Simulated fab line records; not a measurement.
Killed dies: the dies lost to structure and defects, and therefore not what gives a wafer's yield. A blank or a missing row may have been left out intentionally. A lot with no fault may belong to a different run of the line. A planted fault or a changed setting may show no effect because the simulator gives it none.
Chamber matching / flow n5Finfet / 4 sister chambers for N5_GATE_CUT_CMP_43 on cmp-04
The step polishes SiO2. 4 wafers are shown with their chamber, then 9 later ones without.

## WAFERS WITH THEIR CHAMBER
wafer=L089.3; chamber=3; motorCurrentA (A)=11.5
wafer=L093.1; chamber=1; motorCurrentA (A)=12.6
wafer=L093.3; chamber=0; motorCurrentA (A)=12.3
wafer=L093.4; chamber=2; motorCurrentA (A)=12.1

## WAFERS WITHOUT THEIR CHAMBER
wafer=L095.4; motorCurrentA (A)=11.7
wafer=L095.5; motorCurrentA (A)=12.4
wafer=L095.6; motorCurrentA (A)=12.0
wafer=L096.4; motorCurrentA (A)=12.0
wafer=L096.5; motorCurrentA (A)=12.6
wafer=L096.6; motorCurrentA (A)=13.2
wafer=L097.1; motorCurrentA (A)=11.8
wafer=L097.4; motorCurrentA (A)=12.7
wafer=L097.5; motorCurrentA (A)=12.5

## WHICH CHAMBER EACH WENT THROUGH
wafer=L095.4; from the rows above=can't be placed: 3 or 2 or 0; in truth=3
wafer=L095.5; from the rows above=can't be placed: 0 or 1 or 2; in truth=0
wafer=L095.6; from the rows above=can't be placed: 2 or 0 or 3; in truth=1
wafer=L096.4; from the rows above=can't be placed: 2 or 0 or 3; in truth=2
wafer=L096.5; from the rows above=can't be placed: 1 or 0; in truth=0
wafer=L096.6; from the rows above=can't be placed: 1 or 0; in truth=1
wafer=L097.1; from the rows above=can't be placed: 2 or 3 or 0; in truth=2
wafer=L097.4; from the rows above=can't be placed: 1 or 0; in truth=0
wafer=L097.5; from the rows above=can't be placed: 1 or 0 or 2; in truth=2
Placed correctly: 0 of 9. Can't be placed from these rows: 9 (the true chamber is among the candidates in 8). Placed wrongly: 0.
How it was worked out, from the rows above alone: a wafer's distance from a chamber is the root of the sum, over the readings, of the square of ((its reading less the chamber's mean) divided by the reading's scatter). The wafer belongs to the nearest chamber; if the next one is less than 2 further off, it can't be placed. Each chamber's mean is taken over the wafers shown for it. The scatter: root of mean squared gap, hidden wafer to nearest shown wafer, with one shown wafer a chamber.
